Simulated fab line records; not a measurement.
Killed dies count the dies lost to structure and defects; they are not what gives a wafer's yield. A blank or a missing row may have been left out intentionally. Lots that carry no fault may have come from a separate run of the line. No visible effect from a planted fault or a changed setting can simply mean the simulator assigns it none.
Problem report in the 8D (eight disciplines) form, filled by code | flow nandHarc | the parts of the form that need people (team, actions taken, sign-off) are left out

1. PROBLEM STATEMENT
cdNm at NHARC_A_M1_CD_MEAS_09 reads a mean of 73.6 nm on 6 wafers of 2 lots; wafers without a fault read 119.6 nm with a standard deviation of 0.69. That is -67 standard deviations from the usual mean.
The step: target cd 120 nm.
Earliest sighting: wafer L737.2 on cdSem-01 at day 18 09:14. Wafers with a number at this step in the record: 42, from 14 lots. Rule for "out" (also "out of limits"): further than 4 standard deviations from the usual mean. The other wafers with a number count as sound.

2. WHAT THIS IS AND IS NOT
question                    | is                     | is not
which readings at this step | cdNm                   | -
which lots                  | L737, L744             | L735, L736, L739, L748, L750, L752, L753, L754, L755, L756, L757, L758
which wafers of those lots  | all that have a number | -
read on which gauges        | cdSem-01, cdSem-03     | cdSem-02
when                        | from day 18 09:14      | up to then (9 sound wafers); but 27 sound wafers of L748, L750, L752, L753, L754, L755, L756, L757, L758 came after

3. THE SUSPECTS, EACH WITH WHAT RULES IT OUT
Counting: a tool at any process step up to the reading remains a suspect when it ran all the lots that are out and ran no sound lot after the first of those.
- ruled out: the gauge at NHARC_A_M1_CD_MEAS_09. 2 gauges (cdSem-01, cdSem-03) read the wafers that are out.
- lithoTrack-01 at NHARC_A_M1_PEB_07 (peb time 65 s): ruled out as a lasting fault. Sound lots L753, L756 ran on it after its first lot that is out, L737 (day 18 09:10).
Left after counting: nothing in the record.

4. THE CAUSE (what the simulator had put in)
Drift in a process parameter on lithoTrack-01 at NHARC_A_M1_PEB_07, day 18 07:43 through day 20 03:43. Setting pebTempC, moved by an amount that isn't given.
The count ruled it out by mistake, since the rule takes a fault to strike every lot its tool runs from the start of the fault on, and this one did not do so.

5. SEQUENCE OF EFFECTS, ordered by route
One row per reading whose mean, taken over the struck wafers that have a number, lies over 3 standard deviations from the usual. Scope: only readings with a usual standard deviation given in the record; hours: median across lots of the time from each lot's start at the first step in this table that gives one to its start at this step; sigmas: change in usual standard deviations.
hours | step                  | reading           | usual    | on struck wafers | change | sigmas
0     | NHARC_A_M1_PEB_07     | heaterPowerTotalW | 156.5 W  | 134.6            | -21.9  | -52
0     | NHARC_A_M1_PEB_07     | plateTempC        | 100.03 C | 89.81            | -10.22 | -85
0     | NHARC_A_M1_CD_MEAS_09 | cdNm              | 119.6 nm | 73.6             | -46.0  | -67
It contains these process steps:
- NHARC_A_M1_PEB_07: peb time 65 s.

6. HOW IT WOULD HAVE BEEN CAUGHT EARLIER
The first out-of-limits reading at a measuring or inspecting step in this record came at day 18 09:14, 2 hours after the fault's start at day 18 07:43.
The tool's own readings at NHARC_A_M1_PEB_07 were out on every struck wafer that the step has a row for (heaterPowerTotalW, plateTempC): an alarm limit on them would have fired on the first of those.
